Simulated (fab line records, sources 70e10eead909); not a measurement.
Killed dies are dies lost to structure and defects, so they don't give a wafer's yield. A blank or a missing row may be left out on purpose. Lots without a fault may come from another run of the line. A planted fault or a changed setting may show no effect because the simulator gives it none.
fab line records | flow nand_harc | part 1 of 2: steps 1 to 18 of 25
record lots=5 wafers=15 last_day=33
route steps=1302 shown A_STAIRCASE@723
lots that met no fault: from a run of the same line without faults
start_h: hours from the record's first day to the start of the lot's first wafer shown | wait_h: hours since the lot's step before | " the same as in the row above | L1.1+2: a row that stands for several wafers | - no value, or no start given | * or withheld: withheld | < > ~ a bound
route shown NAME@n: a module of which the file shows steps, and the number in the route of the first | usual: mean/standard deviation of fault-free wafers | same: alike in all rows | chamber/n: place in a boat | sites: the reading at each site | _std_site: their standard deviation | _edge_site: outer sites' mean less inner sites' | radius_mm: how far each site lies from the wafer's centre | mask NAME#n: copy n | behind: the tool/chamber that last shaped the wafer | hold: why the lot was held/for how many hours/how that ended | device: the transistor (n, p or np) that didn't switch | end of line: the same wafers' tests at the end of the route | a step without rows: its recipe alone | killed: dies lost to structure and defects at the first sort, not the wafer's yield | map: a wafer's dies, x killed, . not, _ none there
set.NAME: the setting as run; set.NAME@STEP: as run at that earlier step | model.NAME: the simulator's own value behind a step, which no gauge read
lots at some steps of the route; a table a step, a row a wafer
services: from which hour (start_h, from the record's first day; less than 0 if before it) a tool's chamber was out of use, for how many hours, and why
## steps
# step NHARC_A_STAIRCASE_DEHYDRATE_209
# recipe temp_c=150 time_s=120
# usual exhaust_pa=45.0/0.92 heater_power_total_W=182.4/1.2
# columns lot.wafer tool chamber start_h wait_h exhaust_pa heater_power_total_W
L080.4 litho_track-05 0 416.82 - 46.2 181.9
L080.5 " 0 " " 45.1 181.5
L080.6 " 0 " " 46.6 184.3
L087.2 litho_track-03 0 502.22 - 44.3 181.1
L087.4 " 0 " " 44.4 181.9
L087.6 " 0 " " 44.4 184.5
L089.2 litho_track-07 0 514.47 - 45.1 181.7
L089.3 " 0 " " 46.3 183.4
L089.6 " 0 " " 45.0 180.6
L090.1 litho_track-07 0 528.80 - 46.9 181.6
L090.3 " 0 " " 45.9 184.9
L090.6 " 0 " " 45.6 182.4
L095.3 litho_track-05 0 590.59 - 45.8 181.9
L095.4 " 0 " " 45.6 182.4
L095.6 " 0 " " 44.7 184.5
# step NHARC_A_STAIRCASE_HMDS_210
# recipe time_s=30
# usual exhaust_pa=44.9/0.86
# columns lot.wafer tool chamber start_h wait_h exhaust_pa
L080.4 litho_track-05 0 - - 45.1
L080.5 " 0 " " 44.2
L080.6 " 0 " " 46.9
L087.2 litho_track-03 0 - - 45.5
L087.4 " 0 " " 44.9
L087.6 " 0 " " 43.5
L089.2 litho_track-07 0 - - 44.5
L089.3 " 0 " " 44.8
L089.6 " 0 " " 46.1
L090.1 litho_track-07 0 - - 45.4
L090.3 " 0 " " 46.8
L090.6 " 0 " " 44.4
L095.3 litho_track-05 0 - - 44.5
L095.4 " 0 " " 42.6
L095.6 " 0 " " 44.6
# step NHARC_A_STAIRCASE_COAT_211
# recipe spin_rpm=1200
# usual exhaust_pa=45.0/0.88
# columns lot.wafer tool chamber start_h wait_h exhaust_pa
L080.4 litho_track-05 0 - - 45.9
L080.5 " 0 " " 43.3
L080.6 " 0 " " 44.9
L087.2 litho_track-03 0 - - 43.9
L087.4 " 0 " " 45.0
L087.6 " 0 " " 45.1
L089.2 litho_track-07 0 - - 43.4
L089.3 " 0 " " 43.0
L089.6 " 0 " " 43.3
L090.1 litho_track-07 0 - - 44.8
L090.3 " 0 " " 44.4
L090.6 " 0 " " 45.9
L095.3 litho_track-05 0 - - 44.7
L095.4 " 0 " " 43.6
L095.6 " 0 " " 44.0
# step NHARC_A_STAIRCASE_SOFTBAKE_212
# recipe temp_c=135 time_s=170
# usual exhaust_pa=44.9/0.91 heater_power_total_W=134.4/0.98
# columns lot.wafer tool chamber start_h wait_h exhaust_pa heater_power_total_W
L080.4 litho_track-05 0 - - 45.3 133.3
L080.5 " 0 " " 46.1 133.3
L080.6 " 0 " " 44.9 133.7
L087.2 litho_track-03 0 - - 45.1 133.2
L087.4 " 0 " " 45.9 133.3
L087.6 " 0 " " 45.2 134.9
L089.2 litho_track-07 0 - - 45.4 135.5
L089.3 " 0 " " 45.0 133.3
L089.6 " 0 " " 44.5 135.4
L090.1 litho_track-07 0 - - 46.0 133.4
L090.3 " 0 " " 44.8 134.2
L090.6 " 0 " " 44.0 135.7
L095.3 litho_track-05 0 - - 45.1 133.2
L095.4 " 0 " " 45.8 135.4
L095.6 " 0 " " 44.5 135.4
# step NHARC_A_STAIRCASE_EBR_213
# usual exhaust_pa=45.0/1
# columns lot.wafer tool chamber start_h wait_h exhaust_pa
L080.4 litho_track-05 0 - - 43.0
L080.5 " 0 " " 45.1
L080.6 " 0 " " 44.9
L087.2 litho_track-03 0 - - 45.1
L087.4 " 0 " " 45.2
L087.6 " 0 " " 45.2
L089.2 litho_track-07 0 - - 44.3
L089.3 " 0 " " 44.6
L089.6 " 0 " " 45.1
L090.1 litho_track-07 0 - - 44.1
L090.3 " 0 " " 43.8
L090.6 " 0 " " 44.3
L095.3 litho_track-05 0 - - 45.1
L095.4 " 0 " " 45.7
L095.6 " 0 " " 45.7
# step NHARC_A_STAIRCASE_EXPOSE_214
# recipe na=0.5 dose_mj=31.26 mask_id=STAIR_3
# usual stage_vel_mm_s=499.99/0.25
# columns lot.wafer tool chamber start_h wait_h mask stage_vel_mm_s
L080.4 krf_scanner-01 0 417.17 - STAIR_3#0 500.59
L080.5 " 0 " " STAIR_3#0 500.20
L080.6 " 0 " " STAIR_3#0 500.33
L087.2 krf_scanner-04 0 502.55 - STAIR_3#0 500.31
L087.4 " 0 " " STAIR_3#0 500.18
L087.6 " 0 " " STAIR_3#0 500.19
L089.2 krf_scanner-01 0 514.81 - STAIR_3#0 500.01
L089.3 " 0 " " STAIR_3#0 499.51
L089.6 " 0 " " STAIR_3#0 499.91
L090.1 krf_scanner-01 0 529.14 - STAIR_3#0 499.76
L090.3 " 0 " " STAIR_3#0 499.95
L090.6 " 0 " " STAIR_3#0 499.48
L095.3 krf_scanner-01 0 590.93 - STAIR_3#0 500.00
L095.4 " 0 " " STAIR_3#0 500.12
L095.6 " 0 " " STAIR_3#0 500.15
# step NHARC_A_STAIRCASE_PEB_215
# recipe peb_temp_c=115 peb_time_s=130
# usual exhaust_pa=44.9/0.86 heater_power_total_W=123.84/0.21
# columns lot.wafer tool chamber start_h wait_h exhaust_pa heater_power_total_W
L080.4 litho_track-03 0 417.22 0.0 45.5 123.49
L080.5 " 0 " " 45.6 123.51
L080.6 " 0 " " 45.2 124.06
L087.2 litho_track-07 0 502.62 0.1 45.5 123.42
L087.4 " 0 " " 44.7 123.91
L087.6 " 0 " " 44.6 123.84
L089.2 litho_track-07 0 514.87 0.1 45.6 123.38
L089.3 " 0 " " 44.8 124.01
L089.6 " 0 " " 45.5 124.06
L090.1 litho_track-05 0 529.20 0.1 45.1 123.99
L090.3 " 0 " " 46.1 124.05
L090.6 " 0 " " 45.6 123.46
L095.3 litho_track-03 0 590.98 0.0 45.0 123.96
L095.4 " 0 " " 44.4 123.60
L095.6 " 0 " " 45.8 123.86
# step NHARC_A_STAIRCASE_DEVELOP_216
# recipe time_s=140
# usual exhaust_pa=45.2/1.1
# columns lot.wafer tool chamber start_h wait_h exhaust_pa
L080.4 litho_track-03 0 - - 44.6
L080.5 " 0 " " 44.6
L080.6 " 0 " " 44.3
L087.2 litho_track-07 0 - - 44.5
L087.4 " 0 " " 44.6
L087.6 " 0 " " 45.5
L089.2 litho_track-07 0 - - 46.0
L089.3 " 0 " " 44.0
L089.6 " 0 " " 45.5
L090.1 litho_track-05 0 - - 44.9
L090.3 " 0 " " 45.8
L090.6 " 0 " " 45.3
L095.3 litho_track-03 0 - - 45.7
L095.4 " 0 " " 46.1
L095.6 " 0 " " 45.9
# step NHARC_A_STAIRCASE_HARDBAKE_218
# recipe temp_c=120 time_s=140
# usual exhaust_pa=44.9/0.86 heater_power_total_W=127.28/0.2
# columns lot.wafer tool chamber start_h wait_h exhaust_pa heater_power_total_W
L080.4 litho_track-05 0 417.45 - 44.3 127.25
L080.5 " 0 " " 44.1 127.55
L080.6 " 0 " " 45.1 127.26
L087.2 litho_track-05 0 502.85 - 44.8 127.28
L087.4 " 0 " " 45.2 127.19
L087.6 " 0 " " 45.9 127.12
L089.2 litho_track-03 0 515.09 - 45.0 127.11
L089.3 " 0 " " 45.1 126.89
L089.6 " 0 " " 44.4 126.98
L090.1 litho_track-07 0 529.43 - 44.7 127.42
L090.3 " 0 " " 45.3 127.47
L090.6 " 0 " " 44.7 127.23
L095.3 litho_track-05 0 591.22 - 44.3 127.64
L095.4 " 0 " " 44.1 127.52
L095.6 " 0 " " 44.3 126.94
# step NHARC_A_STAIRCASE_DESCUM_219
# recipe time_s=3 o2_flow_sccm=200 ar_flow_sccm=0 bias_power_w=0 chemistry=O2
# usual drypump_motor_current_A=5.8/0.53 oes_product_au=1.003/0.0095 rf_vpp_V=57.8/0.86 showerhead_plenum_p_Torr=1.94/0.073 throttle_valve_pct=11.311/0.0087
# columns lot.wafer tool chamber start_h wait_h drypump_motor_current_A oes_product_au rf_hours_counter_h rf_vpp_V showerhead_plenum_p_Torr throttle_valve_pct
L080.4 rie_diel-04 1 417.52 - 5.3 1.005 16 59.5 2.03 11.316
L080.6 " 1 " " 5.3 1.012 - 58.0 2.03 11.306
L080.5 " 2 " " 5.7 1.010 - 57.8 1.95 11.314
L087.4 rie_diel-01 3 502.95 - 5.9 0.996 37 56.3 1.80 11.324
L087.2 " 0 " " 5.2 1.014 42 57.7 2.04 11.309
L087.6 " 2 " " 6.5 1.000 - 57.5 1.96 11.306
L089.2 rie_diel-01 2 515.19 - 6.5 1.006 41 57.9 1.96 11.324
L089.3 " 0 " " 5.3 1.018 46 58.0 2.04 11.321
L089.6 " 1 " " 5.1 0.988 - 58.9 1.95 11.308
L090.3 rie_diel-04 3 529.52 - 6.4 0.999 48 56.3 1.85 11.320
L090.1 " 1 " " 5.2 0.997 55 57.8 2.02 11.300
L090.6 " 3 " " 6.4 0.999 - 57.7 1.85 11.299
L095.3 rie_diel-09 1 591.45 - 6.6 1.002 27 58.6 1.93 11.315
L095.4 " 3 " " 5.7 0.999 30 57.1 1.98 11.314
L095.6 " 2 " " 5.8 1.019 - 58.9 1.90 11.310
# step NHARC_A_STAIRCASE_TRIM_220
# recipe time_s=211.2 o2_flow_sccm=500 ar_flow_sccm=0 bias_w=0 chemistry=O2
# usual drypump_motor_current_A=5.8/0.53 oes_product_au=1.002/0.011 rf_vpp_V=57.9/0.92 showerhead_plenum_p_Torr=3.56/0.13 throttle_valve_pct=17.036/0.0099
# columns lot.wafer tool chamber start_h wait_h drypump_motor_current_A oes_product_au rf_hours_counter_h rf_vpp_V showerhead_plenum_p_Torr throttle_valve_pct
L080.4 rie_diel-04 2 417.64 0.1 5.6 1.012 16 57.2 3.59 17.040
L080.6 " 0 " " 5.2 0.999 - 59.3 3.58 17.037
L080.5 " 1 " " 5.3 1.006 - 58.5 3.73 17.032
L087.2 rie_diel-01 0 503.05 0.1 5.3 1.014 42 57.4 3.75 17.051
L087.4 " 1 " " 5.2 1.002 37 59.4 3.59 17.038
L087.6 " 2 " " 6.6 1.008 - 59.0 3.60 17.031
L089.3 rie_diel-01 2 515.29 0.1 6.6 0.997 41 59.0 3.60 17.035
L089.2 " 3 " " 6.0 1.000 41 57.0 3.34 17.034
L089.6 " 1 " " 5.2 1.003 - 57.2 3.59 17.050
L090.3 rie_diel-04 2 529.61 0.1 5.6 1.000 53 59.2 3.57 17.025
L090.1 " 0 " " 5.2 1.007 58 56.8 3.56 17.051
L090.6 " 2 " " 5.7 0.997 - 58.7 3.57 17.038
L095.3 rie_diel-09 0 591.56 0.1 6.2 1.016 27 56.4 3.30 17.053
L095.4 " 2 " " 5.8 1.019 30 58.7 3.51 17.028
L095.6 " 1 " " 6.6 1.004 - 57.8 3.56 17.040
# step NHARC_A_STAIRCASE_ETCH_221
# recipe target_depth_a=1000 time_s=40.5 ion_energy_ev=400 c4f8_flow_sccm=20 o2_flow_sccm=10 ar_flow_sccm=withheld rf_w=600 bias_w=1000 chemistry=C4F8/O2
# usual oes_product_au=0.944/0.014 rf_vpp_V=897/4.9
# columns lot.wafer tool chamber start_h wait_h oes_product_au rf_hours_counter_h rf_vpp_V
L080.4 rie_diel-04 2 - - 0.965 16 898
L080.6 " 3 " " 0.958 - 892
L080.5 " 0 " " 0.953 - 899
L087.2 rie_diel-01 3 - - 0.948 37 890
L087.4 " 2 " " 0.948 37 900
L087.6 " 0 " " 0.967 - 905
L089.2 rie_diel-01 3 - - 0.933 41 888
L089.3 " 0 " " 0.936 46 906
L089.6 " 1 " " 0.915 - 899
L090.3 rie_diel-04 0 - - 0.956 58 897
L090.1 " 1 " " 0.961 56 902
L090.6 " 2 " " 0.957 - 896
L095.3 rie_diel-09 2 - - 0.949 30 895
L095.4 " 1 " " 0.935 27 897
L095.6 " 3 " " 0.941 - 900
# step NHARC_A_STAIRCASE_TRIM_222
# recipe time_s=211.2 o2_flow_sccm=500 ar_flow_sccm=0 bias_w=0 chemistry=O2
# usual drypump_motor_current_A=5.8/0.52 oes_product_au=1.003/0.0097 rf_vpp_V=57.9/0.93 showerhead_plenum_p_Torr=3.57/0.13 throttle_valve_pct=17.036/0.0088
# columns lot.wafer tool chamber start_h wait_h drypump_motor_current_A oes_product_au rf_hours_counter_h rf_vpp_V showerhead_plenum_p_Torr throttle_valve_pct
L080.4 rie_diel-04 3 - - 6.5 0.992 12 58.0 3.45 17.025
L080.5 " 0 " " 5.2 1.007 - 57.8 3.58 17.038
L080.6 " 1 " " 5.3 1.007 - 58.1 3.73 17.031
L087.2 rie_diel-01 0 - - 5.3 0.996 42 58.9 3.75 17.037
L087.4 " 1 " " 5.2 0.995 37 56.8 3.59 17.046
L087.6 " 1 " " 5.2 0.989 - 58.2 3.59 17.041
L089.2 rie_diel-01 2 - - 6.6 0.996 41 58.5 3.60 17.022
L089.3 " 0 " " 5.3 1.011 46 59.1 3.75 17.048
L089.6 " 1 " " 5.2 1.002 - 58.3 3.59 17.030
L090.1 rie_diel-04 2 - - 5.7 1.006 53 57.3 3.57 17.028
L090.3 " 0 " " 5.2 1.015 58 58.9 3.56 17.040
L090.6 " 2 " " 5.7 1.006 - 57.5 3.57 17.031
L095.4 rie_diel-09 1 - - 6.6 1.007 28 57.4 3.56 17.039
L095.3 " 2 " " 5.8 1.025 31 56.8 3.51 17.034
L095.6 " 1 " " 6.6 1.008 - 58.0 3.56 17.036
# step NHARC_A_STAIRCASE_ETCH_223
# recipe target_depth_a=1000 time_s=40.5 ion_energy_ev=400 c4f8_flow_sccm=20 o2_flow_sccm=10 ar_flow_sccm=withheld rf_w=600 bias_w=1000 chemistry=C4F8/O2
# usual oes_product_au=0.946/0.011 rf_vpp_V=897/4.8
# columns lot.wafer tool chamber start_h wait_h oes_product_au rf_hours_counter_h rf_vpp_V
L080.4 rie_diel-04 3 - - 0.959 12 894
L080.5 " 3 " " 0.948 - 894
L080.6 " 0 " " 0.952 - 898
L087.2 rie_diel-01 0 - - 0.962 42 904
L087.4 " 1 " " 0.940 37 898
L087.6 " 0 " " 0.959 - 904
L089.3 rie_diel-01 3 - - 0.935 41 889
L089.2 " 2 " " 0.941 41 899
L089.6 " 0 " " 0.939 - 903
L090.1 rie_diel-04 2 - - 0.935 53 896
L090.3 " 0 " " 0.949 58 895
L090.6 " 2 " " 0.924 - 898
L095.4 rie_diel-09 2 - - 0.970 31 893
L095.3 " 0 " " 0.948 27 886
L095.6 " 3 " " 0.945 - 900
# step NHARC_A_STAIRCASE_TRIM_224
# recipe time_s=211.2 o2_flow_sccm=500 ar_flow_sccm=0 bias_w=0 chemistry=O2
# usual drypump_motor_current_A=5.9/0.52 oes_product_au=1.002/0.01 rf_vpp_V=57.9/0.83 showerhead_plenum_p_Torr=3.55/0.13 throttle_valve_pct=17.036/0.0092
# columns lot.wafer tool chamber start_h wait_h drypump_motor_current_A oes_product_au rf_hours_counter_h rf_vpp_V showerhead_plenum_p_Torr throttle_valve_pct
L080.4 rie_diel-04 1 - - 5.3 0.987 16 59.3 3.73 17.044
L080.6 " 3 " " 6.4 0.981 - 58.7 3.45 17.028
L080.5 " 0 " " 5.2 0.998 - 57.9 3.58 17.037
L087.4 rie_diel-01 0 - - 5.3 1.008 42 57.0 3.75 17.047
L087.2 " 2 " " 6.6 1.000 37 57.2 3.60 17.039
L087.6 " 0 " " 5.3 1.018 - 59.8 3.75 17.025
L089.3 rie_diel-01 3 - - 5.9 1.004 41 58.3 3.34 17.042
L089.2 " 0 " " 5.3 1.011 46 57.8 3.75 17.042
L089.6 " 2 " " 6.6 0.995 - 57.2 3.60 17.035
L090.3 rie_diel-04 0 - - 5.2 1.003 58 58.0 3.56 17.026
L090.1 " 1 " " 5.3 0.994 56 58.2 3.71 17.046
L090.6 " 2 " " 5.7 0.994 - 58.2 3.57 17.029
L095.3 rie_diel-09 2 - - 5.8 1.021 31 57.8 3.51 17.029
L095.4 " 0 " " 6.2 1.007 27 56.6 3.30 17.031
L095.6 " 2 " " 5.9 1.025 - 56.2 3.51 17.016
# step NHARC_A_STAIRCASE_ETCH_225
# recipe target_depth_a=1000 time_s=40.5 ion_energy_ev=400 c4f8_flow_sccm=20 o2_flow_sccm=10 ar_flow_sccm=withheld rf_w=600 bias_w=1000 chemistry=C4F8/O2
# usual oes_product_au=0.944/0.013 rf_vpp_V=897/4.7
# columns lot.wafer tool chamber start_h wait_h oes_product_au rf_hours_counter_h rf_vpp_V
L080.4 rie_diel-04 3 - - 0.933 12 892
L080.6 " 3 " " 0.934 - 893
L080.5 " 0 " " 0.939 - 900
L087.2 rie_diel-01 2 - - 0.942 37 898
L087.4 " 0 " " 0.958 43 903
L087.6 " 2 " " 0.940 - 899
L089.3 rie_diel-01 2 - - 0.931 41 898
L089.2 " 3 " " 0.944 41 889
L089.6 " 1 " " 0.939 - 898
L090.3 rie_diel-04 2 - - 0.937 54 897
L090.1 " 3 " " 0.931 49 893
L090.6 " 1 " " 0.939 - 902
L095.4 rie_diel-09 0 - - 0.958 27 886
L095.3 " 2 " " 0.964 31 896
L095.6 " 1 " " 0.959 - 896
# step NHARC_A_STAIRCASE_TRIM_226
# recipe time_s=211.2 o2_flow_sccm=500 ar_flow_sccm=0 bias_w=0 chemistry=O2
# usual drypump_motor_current_A=5.8/0.51 oes_product_au=1.003/0.011 rf_vpp_V=58.1/0.87 showerhead_plenum_p_Torr=3.57/0.13 throttle_valve_pct=17.037/0.0087
# columns lot.wafer tool chamber start_h wait_h drypump_motor_current_A oes_product_au rf_hours_counter_h rf_vpp_V showerhead_plenum_p_Torr throttle_valve_pct
L080.4 rie_diel-04 0 - - 5.2 0.997 17 58.1 3.58 17.043
L080.5 " 1 " " 5.3 1.004 - 58.0 3.73 17.043
L080.6 " 2 " " 5.7 0.997 - 58.2 3.59 17.031
L087.2 rie_diel-01 2 - - 6.6 1.016 37 57.1 3.60 17.038
L087.4 " 3 " " 5.9 1.014 37 57.3 3.34 17.039
L087.6 " 1 " " 5.2 1.000 - 58.3 3.59 17.035
L089.2 rie_diel-01 3 - - 6.0 1.002 41 57.4 3.34 17.027
L089.3 " 1 " " 5.2 0.998 41 58.3 3.59 17.045
L089.6 " 2 " " 6.6 1.000 - 58.7 3.60 17.038
L090.1 rie_diel-04 2 - - 5.7 0.999 54 59.1 3.57 17.042
L090.3 " 3 " " 6.5 0.997 49 57.9 3.43 17.029
L090.6 " 0 " " 5.2 1.017 - 58.3 3.56 17.033
L095.3 rie_diel-09 0 - - 6.2 0.998 27 58.6 3.30 17.040
L095.4 " 1 " " 6.6 1.007 28 56.9 3.56 17.033
L095.6 " 3 " " 5.7 1.002 - 57.6 3.64 17.045
# step NHARC_A_STAIRCASE_ETCH_227
# recipe target_depth_a=1000 time_s=40.5 ion_energy_ev=400 c4f8_flow_sccm=20 o2_flow_sccm=10 ar_flow_sccm=withheld rf_w=600 bias_w=1000 chemistry=C4F8/O2
# usual oes_product_au=0.944/0.013 rf_vpp_V=897/4.8
# columns lot.wafer tool chamber start_h wait_h oes_product_au rf_hours_counter_h rf_vpp_V
L080.4 rie_diel-04 2 - - 0.953 16 899
L080.6 " 0 " " 0.949 - 899
L080.5 " 1 " " 0.947 - 904
L087.2 rie_diel-01 0 - - 0.951 43 904
L087.4 " 1 " " 0.948 38 897
L087.6 " 3 " " 0.957 - 888
L089.2 rie_diel-01 1 - - 0.933 41 899
L089.3 " 3 " " 0.936 41 889
L089.6 " 1 " " 0.941 - 898
L090.1 rie_diel-04 3 - - 0.935 49 893
L090.3 " 0 " " 0.928 59 896
L090.6 " 1 " " 0.925 - 902
L095.4 rie_diel-09 3 - - 0.933 30 899
L095.3 " 1 " " 0.957 28 897
L095.6 " 3 " " 0.946 - 899
